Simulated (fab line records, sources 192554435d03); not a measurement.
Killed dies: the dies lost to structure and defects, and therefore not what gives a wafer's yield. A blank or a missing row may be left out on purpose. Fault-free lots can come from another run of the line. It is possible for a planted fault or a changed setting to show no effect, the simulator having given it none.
Chamber matching / flow n5 finfet / N5_BEOL_M3_PRE_CLEAN_60 on cvd co-02 has 3 sister chambers
The step time 15 s. 6 wafers are shown with their chamber, then 9 later ones without.

== WAFERS WITH THEIR CHAMBER ==
wafer=L085.2; chamber=0; heater power w (W)=88; rf fwd power W (W)=295.6
wafer=L087.4; chamber=0; heater power w (W)=91; rf fwd power W (W)=294.9
wafer=L087.6; chamber=1; heater power w (W)=67; rf fwd power W (W)=296.1
wafer=L092.2; chamber=2; heater power w (W)=94; rf fwd power W (W)=293.7
wafer=L092.4; chamber=1; heater power w (W)=65; rf fwd power W (W)=295.2
wafer=L092.6; chamber=2; heater power w (W)=93; rf fwd power W (W)=295.9

== WAFERS WITH NO CHAMBER GIVEN ==
wafer=L093.1; heater power w (W)=65; rf fwd power W (W)=296.0
wafer=L093.4; heater power w (W)=88; rf fwd power W (W)=296.5
wafer=L093.5; heater power w (W)=94; rf fwd power W (W)=295.0
wafer=L094.1; heater power w (W)=88; rf fwd power W (W)=295.6
wafer=L094.2; heater power w (W)=94; rf fwd power W (W)=295.3
wafer=L094.4; heater power w (W)=67; rf fwd power W (W)=296.1
wafer=L097.1; heater power w (W)=65; rf fwd power W (W)=294.2
wafer=L097.2; heater power w (W)=92; rf fwd power W (W)=296.4
wafer=L097.6; heater power w (W)=87; rf fwd power W (W)=296.0

== WHICH CHAMBER EACH WENT THROUGH ==
wafer=L093.1; from the rows above=1; in truth=1
wafer=L093.4; from the rows above=0; in truth=0
wafer=L093.5; from the rows above=2; in truth=2
wafer=L094.1; from the rows above=0; in truth=0
wafer=L094.2; from the rows above=2; in truth=2
wafer=L094.4; from the rows above=1; in truth=1
wafer=L097.1; from the rows above=1; in truth=1
wafer=L097.2; from the rows above=can't be placed: 2 or 0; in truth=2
wafer=L097.6; from the rows above=0; in truth=0
Correctly placed: 8 of 9. These rows do not allow placing 1 (true chamber among the candidates in 1). Number placed wrongly: 0.
How it was worked out, from the rows above alone: a wafer's distance from a chamber is the root of the sum, over the readings, of the square of ((its reading less the chamber's mean) divided by the reading's scatter). The wafer belongs to the nearest chamber; if the next one is less than 2 further off, it can't be placed. The mean given for a chamber averages the wafers shown for that chamber. The scatter is the square root of a quotient: the sum, over the shown wafers, of each reading's squared deviation from its chamber's mean, divided by wafers minus chambers.
